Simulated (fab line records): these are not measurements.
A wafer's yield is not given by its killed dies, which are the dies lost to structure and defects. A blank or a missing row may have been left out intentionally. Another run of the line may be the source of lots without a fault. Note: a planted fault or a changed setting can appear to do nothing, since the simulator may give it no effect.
2 desks looking at one fault ; flow nand harc ; each desk has only its own numbers; what lay behind them comes last

AT THE METROLOGY DESK
Lot by lot, what the gauges showed, no matter which tool ran the lot: averages of those sampled wafers that carry a number. Any lot whose mean is over 4 standard deviations away from the usual mean is out of limits and marked OUT; that distance is given in the brackets.
Columns: A = cd nm at NHARC_P_CONTACT_CD_MEAS_12, usual 90.0 nm
lot;first seen here;A
L525;day 5 21:44;89.8
L527;day 6 11:37;89.7
L528;day 6 22:11;89.9
L529;day 7 12:26;89.8
L530;day 7 19:41;90.0
L531;day 8 06:54;89.8
L532;day 8 21:58;90.0
L533;day 9 20:14;90.4
L535;day 9 21:39;89.9
L540;day 11 23:50;105.3 (+35) OUT
L542;day 12 22:19;102.4 (+28) OUT
L544;day 13 14:18;90.4
L543;day 13 14:42;100.5 (+24) OUT
L548;day 15 11:52;89.5
L547;day 15 12:38;90.3
Finding of this desk: L540, L542, L543 out of limits; the first was L540 at day 11 23:50, on cd nm at NHARC_P_CONTACT_CD_MEAS_12. In limits: L525, L527, L528, L529, L530, L531, L532, L533, L535, L544, L548, L547.

THE TOOL OWNER'S DESK: arfi scanner-03
The tool's own readings at NHARC_P_CONTACT_EXPOSE_09 (exposes mask P CA, target cd 90 nm): means of the sampled wafers that have a number, for each lot that ran on this tool. Any lot whose mean is over 4 standard deviations away from the usual mean is out of limits and marked OUT; that distance is given in the brackets.
Columns: A = exposure dose mJ cm2 at NHARC_P_CONTACT_EXPOSE_09, usual 81.22; B = focus offset nm at NHARC_P_CONTACT_EXPOSE_09, usual 0.0 nm
lot;first seen here;A;B
L531;day 8 06:46;81.17;0.8
L540;day 11 23:42;103.86 (+99 or more) OUT;0.6
L542;day 12 22:10;99.27 (+99 or more) OUT;0.1
L543;day 13 14:34;95.78 (+99 or more) OUT;-0.2
Finding of this desk: L540, L542, L543 out of limits; the first was L540 at day 11 23:42, on exposure dose mJ cm2 at NHARC_P_CONTACT_EXPOSE_09. In limits: L531.

BROUGHT TOGETHER
On L540, L542, L543, at day 11 23:42, an alarm was possible from the tool owner's desk.
At day 11 23:50 the metrology desk could have sounded an alarm, on L540, L542, L543.
The lots listed all ran NHARC_P_CONTACT_EXPOSE_09 on arfi scanner-03.

WHAT THE SIMULATOR HAD PUT IN
Process parameter drift: arfi scanner-03, from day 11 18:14 on, at NHARC_P_CONTACT_EXPOSE_09. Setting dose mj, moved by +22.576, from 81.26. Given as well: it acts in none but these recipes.
Struck lots among those shown: L540, L542, L543.
Fault start to first reading out of limits, in hours, per desk: tool owner, 5; metrology, 6.
